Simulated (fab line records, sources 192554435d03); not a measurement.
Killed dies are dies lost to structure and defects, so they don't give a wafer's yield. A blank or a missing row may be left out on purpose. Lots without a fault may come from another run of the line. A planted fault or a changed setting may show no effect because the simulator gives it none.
fab line records | flow n5_finfet
record lots=11 wafers=29 last_day=17
route steps=1938 shown BEOL_M13@1696
lots that met no fault: from a run of the same line without faults
start_h: hours from the record's first day to the start of the lot's first wafer shown | wait_h: hours since the lot's step before | " the same as in the row above | L1.1+2: a row that stands for several wafers | - no value, or no start given | * or withheld: withheld | < > ~ a bound
route shown NAME@n: a module of which the file shows steps, and the number in the route of the first | usual: mean/standard deviation of fault-free wafers | same: alike in all rows | chamber/n: place in a boat | sites: the reading at each site | _std_site: their standard deviation | _edge_site: outer sites' mean less inner sites' | radius_mm: how far each site lies from the wafer's centre | mask NAME#n: copy n | behind: the tool/chamber that last shaped the wafer | hold: why the lot was held/for how many hours/how that ended | device: the transistor (n, p or np) that didn't switch | end of line: the same wafers' tests at the end of the route | a step without rows: its recipe alone | killed: dies lost to structure and defects at the first sort, not the wafer's yield | map: a wafer's dies, x killed, . not, _ none there
set.NAME: the setting as run; set.NAME@STEP: as run at that earlier step | model.NAME: the simulator's own value behind a step, which no gauge read
steps of the route over a sample of lots; a table a step, a row a wafer
services: from which hour (start_h, from the record's first day; less than 0 if before it) a tool's chamber was out of use, for how many hours, and why
## steps
# step N5_BEOL_M13_TRENCH_ETCH_34
# recipe chemistry=C4F8/O2/Ar target=SiOC target_depth_a=4134.7 mask_material=SOC pressure_mtorr=30 source_w=3000 bias_w=700 Ar_flow_sccm=400 C4F8_flow_sccm=15 O2_flow_sccm=8 he_inner_torr=15 he_outer_torr=30 time_s=162.6 ion_energy_ev=250
# usual drypump_motor_current_A=5.8/0.54 oes_product_au=0.77/0.11 rf_vpp_V=666/3.3 showerhead_plenum_p_Torr=3.46/0.1 throttle_valve_pct=24.20/0.24
# columns lot.wafer tool chamber start_h wait_h drypump_motor_current_A oes_product_au rf_hours_counter_h rf_vpp_V showerhead_plenum_p_Torr throttle_valve_pct
L212.1 rie_diel-05 0 240.11 0.0 5.3 0.74 171 668 3.54 23.99
L212.2 " 2 " " 6.4 0.72 219 667 3.53 24.11
L212.5 " 2 " " 6.3 0.72 - 667 3.53 24.12
L213.3 rie_diel-06 0 240.74 0.0 5.7 0.69 215 668 3.47 23.81
L213.4 " 3 " " 5.2 0.72 222 661 3.25 24.29
L213.5 " 2 " " 6.7 0.76 - 662 3.32 24.36
L214.1 rie_diel-05 0 248.35 0.0 5.3 0.75 173 669 3.54 23.98
L214.2 " 1 " " 5.1 0.68 208 668 3.54 24.46
L214.3 " 3 " " 6.1 0.65 242 664 3.42 24.54
L215.3 rie_diel-06 1 252.13 0.0 5.7 0.68 226 668 3.55 24.24
L215.4 " 3 " " 5.2 0.71 226 660 3.25 24.28
L215.5 " 0 " " 5.7 0.69 - 667 3.46 23.82
L220.3 rie_diel-05 0 296.34 0.0 5.3 0.72 190 669 3.53 24.03
L220.4 " 3 " " 6.1 0.94 - 664 3.41 24.22
L226.1 rie_diel-03 0 330.50 0.0 5.9 0.68 234 669 3.53 24.36
L226.2 " 2 " " 5.6 0.75 148 665 3.43 24.53
L226.5 " 0 " " 5.9 0.67 - 668 3.53 24.38
L228.4 rie_diel-06 2 351.32 0.1 6.7 0.73 - 662 3.30 24.38
L228.5 " 3 " " 5.2 0.97 - 671 3.64 23.82
L228.6 " 0 " " 5.7 0.66 - 667 3.45 23.87
L229.3 rie_diel-06 3 354.27 0.0 5.2 0.96 6 672 3.63 23.81
L229.6 " 3 " " 5.2 0.96 - 671 3.63 23.81
L230.1 rie_diel-05 0 360.90 0.0 5.4 0.71 208 669 3.52 24.02
L230.5 " 3 " " 6.1 0.88 - 663 3.40 24.25
L232.2 rie_diel-06 3 361.36 0.0 5.2 0.95 9 671 3.63 23.82
L232.3 " 2 " " 6.7 0.73 193 661 3.30 24.39
L232.4 " 1 " " 5.7 0.97 - 667 3.54 23.91
L233.4 rie_diel-06 2 361.97 0.1 6.7 0.72 - 662 3.30 24.41
L233.5 " 3 " " 5.2 0.95 - 671 3.63 23.81
# step N5_BEOL_M13_ETCH_38
# recipe chemistry=CF4/N2 target=SiCN target_depth_a=675 taper_deg=2 time_s=71.9 ion_energy_ev=150 mask_material=SiO2 pressure_mtorr=40 source_w=430 bias_w=70 Ar_flow_sccm=100 cf4_flow_sccm=60 n2_flow_sccm=60
# usual drypump_motor_current_A=5.8/0.48 n2_flow_sccm=59.96/0.17 oes_product_au=0.77/0.11 rf_vpp_V=383.0/1.6 showerhead_plenum_p_Torr=2.24/0.059 throttle_valve_pct=15.48/0.23
# columns lot.wafer tool chamber start_h wait_h drypump_motor_current_A n2_flow_sccm oes_product_au rf_hours_counter_h rf_vpp_V showerhead_plenum_p_Torr throttle_valve_pct
L212.1 rie_diel-05 2 240.40 - 6.3 60.08 0.72 219 383.4 2.27 15.37
L212.2 " 0 " " 5.3 59.83 0.78 171 384.4 2.29 15.29
L212.5 " 1 " " 5.1 59.98 0.69 - 383.0 2.29 15.73
L213.3 rie_diel-03 0 242.36 - 5.9 59.93 0.69 207 384.1 2.29 15.54
L213.4 " 3 " " 5.9 60.04 0.67 - 385.0 2.28 15.95
L213.5 " 0 " " 5.9 60.18 0.69 - 383.8 2.29 15.54
L214.1 rie_diel-06 2 249.83 - 6.8 60.05 0.75 154 378.9 2.13 15.54
L214.2 " 3 " " 5.2 59.95 0.72 225 380.2 2.10 15.61
L214.3 " 1 " " 5.7 59.97 0.68 224 384.2 2.28 15.42
L215.3 rie_diel-06 3 252.77 - 5.2 60.22 0.72 227 380.0 2.10 15.62
L215.4 " 2 " " 6.7 60.08 0.76 156 380.7 2.13 15.53
L215.5 " 0 " " 5.7 59.65 0.68 - 382.5 2.25 15.31
L220.3 rie_diel-05 3 299.75 - 6.0 59.82 0.98 4 380.2 2.18 15.21
L220.4 " 0 " " 5.3 59.84 0.75 - 383.2 2.29 15.35
L226.1 rie_diel-03 2 331.32 - 5.7 60.05 0.73 148 382.4 2.22 15.75
L226.2 " 0 " " 5.9 59.83 0.68 234 383.7 2.28 15.61
L226.5 " 0 " " 5.9 60.29 0.67 - 383.9 2.28 15.59
L228.4 rie_diel-05 3 351.61 - 6.0 59.75 0.94 - 382.3 2.18 15.21
L228.5 " 0 " " 5.3 60.06 0.75 - 386.1 2.28 15.36
L228.6 " 1 " " 5.1 60.17 0.68 - 382.8 2.28 15.79
L229.3 rie_diel-05 0 354.59 - 5.3 59.90 0.73 206 384.0 2.28 15.37
L229.6 " 1 " " 5.1 59.86 0.67 - 384.8 2.28 15.80
L230.1 rie_diel-05 0 361.44 - 5.3 59.86 0.74 209 383.7 2.28 15.37
L230.5 " 1 " " 5.1 60.04 0.67 - 384.7 2.28 15.80
L232.2 rie_diel-06 3 364.24 - 5.2 60.02 0.94 10 384.4 2.36 15.11
L232.3 " 2 " " 6.7 59.85 0.71 194 379.5 2.12 15.62
L232.4 " 2 " " 6.7 59.72 0.72 - 380.5 2.12 15.62
L233.4 rie_diel-06 3 364.72 - 5.2 60.19 0.95 - 384.8 2.36 15.13
L233.5 " 2 " " 6.7 59.64 0.71 - 380.3 2.12 15.62
# step N5_BEOL_M13_SPUTTER_44
# recipe material=Ta target_thk_a=100 temp_c=50 bias_v=80 power_w=15000 chamber_pressure_pa=0.07 time_s=16.13
# usual cathode_dc_power_W=15000/2.9 susceptor_temp_C=50.00/0.12 throttle_valve_pct=29.5/0.9
# columns lot.wafer tool chamber start_h wait_h cathode_dc_power_W susceptor_temp_C throttle_valve_pct
L212.1 pvd_sputter-02 - 240.76 0.0 14999 50.03 30.1
L212.2 " - " " 15002 49.72 31.9
L212.5 " - " " 15001 49.81 29.0
L213.3 pvd_sputter-01 - 243.09 0.0 15001 50.01 29.6
L213.4 " - " " 14997 50.12 29.0
L213.5 " - " " 15001 50.09 29.0
L214.1 pvd_sputter-03 - 250.19 0.0 15001 50.01 28.9
L214.2 " - " " 14995 49.92 29.0
L214.3 " - " " 14997 50.18 29.3
L215.3 pvd_sputter-02 - 253.28 0.0 14999 49.86 32.0
L215.4 " - " " 15000 50.02 28.7
L215.5 " - " " 15006 49.94 30.0
L220.3 pvd_sputter-01 - 300.44 0.0 15000 49.99 28.9
L220.4 " - " " 14997 49.98 29.7
L226.1 pvd_sputter-01 - 332.22 0.0 16565 50.14 29.8
L226.2 " - " " 16569 50.13 28.6
L226.5 " - " " 16562 49.98 29.8
L228.4 pvd_sputter-01 - 351.96 0.0 16568 50.12 28.9
L228.5 " - " " 16568 50.20 29.4
L228.6 " - " " 16565 50.01 29.0
L229.3 pvd_sputter-03 - 355.22 0.0 14998 49.89 29.2
L229.6 " - " " 15003 49.96 29.3
L230.1 pvd_sputter-02 - 362.10 0.0 14998 49.94 29.2
L230.5 " - " " 15000 49.90 29.0
L232.2 pvd_sputter-02 - 364.86 0.0 14998 49.86 30.0
L232.3 " - " " 14999 50.12 28.7
L232.4 " - " " 15002 50.12 31.8
L233.4 pvd_sputter-02 - 365.70 0.0 14998 49.80 30.2
L233.5 " - " " 14996 49.94 29.9
# step N5_BEOL_M13_DEP_53
# recipe material=SiCN target_thk_a=500 temp_c=withheld precursor=3MS/NH3 pressure_torr=3 rf_w=675 time_s=17.8
# usual showerhead_plenum_p_Torr=4.161/0.022 throttle_valve_pct=17.8/0.78
# columns lot.wafer tool chamber start_h wait_h showerhead_plenum_p_Torr throttle_valve_pct
L212.1 pecvd-02 0 241.88 0.0 4.144 18.4
L212.2 " 1 " " 4.173 18.9
L212.5 " 0 " " 4.151 18.5
L213.3 pecvd-02 0 244.10 0.0 4.164 18.3
L213.4 " 0 " " 4.145 18.5
L213.5 " 1 " " 4.172 19.1
L214.1 pecvd-04 0 251.20 0.0 4.150 17.5
L214.2 " 1 " " 4.112 17.1
L214.3 " 2 " " 4.156 16.2
L215.3 pecvd-03 2 254.36 0.0 4.190 17.0
L215.4 " 1 " " 4.166 17.0
L215.5 " 1 " " 4.169 17.0
L220.3 pecvd-03 1 301.55 0.0 4.171 17.0
L220.4 " 2 " " 4.188 16.8
L226.1 pecvd-03 2 333.24 0.0 4.190 16.9
L226.2 " 0 " " 4.208 18.0
L226.5 " 2 " " 4.179 17.0
L228.4 pecvd-04 1 353.01 0.0 4.124 17.2
L228.5 " 0 " " 4.135 17.2
L228.6 " 2 " " 4.157 16.3
L229.3 pecvd-02 0 356.64 0.0 4.157 18.3
L229.6 " 0 " " 4.150 18.3
L230.1 pecvd-03 0 363.11 0.0 4.207 17.9
L230.5 " 0 " " 4.200 17.9
L232.2 pecvd-04 2 365.87 0.0 4.155 16.4
L232.3 " 0 " " 4.131 17.5
L232.4 " 1 " " 4.123 17.2
L233.4 pecvd-02 0 366.93 0.0 4.149 18.3
L233.5 " 1 " " 4.161 18.8
## services
# columns tool chamber start_h hours kind
pecvd-02 - 222.95 4.3 pm
rie_diel-03 - 242.73 14.6 pm
pecvd-02 - 271.36 6.0 pm
rie_diel-05 1 282.09 17.6 repair
pecvd-03 2 293.08 6.2 repair
rie_diel-05 2 299.70 4.2 repair
rie_diel-05 - 302.74 1.0 repair
pecvd-04 - 308.81 2.8 pm
pecvd-04 - 312.50 1.0 repair
rie_diel-06 3 323.07 - clean
rie_diel-06 3 323.07 - consumable_replace:focus_ring
rie_diel-06 3 323.07 - consumable_replace:showerhead
rie_diel-06 3 323.07 16.6 scheduled_down
rie_diel-06 3 323.07 16.6 vent_cycle
pecvd-02 - 324.30 4.8 repair
rie_diel-06 1 329.32 4.8 repair
rie_diel-06 1 340.37 - clean
rie_diel-06 1 340.37 - consumable_replace:focus_ring
rie_diel-06 1 340.37 16.4 scheduled_down
rie_diel-06 1 340.37 16.4 vent_cycle
rie_diel-05 2 346.06 7.8 repair
rie_diel-03 3 352.59 6.3 repair
pecvd-03 2 354.14 3.8 repair
pecvd-02 - 358.15 0.5 repair
## key
first_sign step=N5_BEOL_M13_SPUTTER_44 reading=cathode_dc_power_W direction=up sigmas=99+ usual=* struck=*
effect none on later readings
met_at N5_BEOL_M13_SPUTTER_44
struck_lots L226,L228
not_acting_at N5_BEOL_M13_TRENCH_ETCH_34,N5_BEOL_M13_ETCH_38,N5_BEOL_M13_DEP_53
onset_between 300.44 332.22
fault kind=process_parameter_drift tool=pvd_sputter-01 chamber=- onset_h=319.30 steps=N5_BEOL_M13_SPUTTER_44 channel=power_w offset=* shape=step end_h=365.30 acts_in=* stated=*
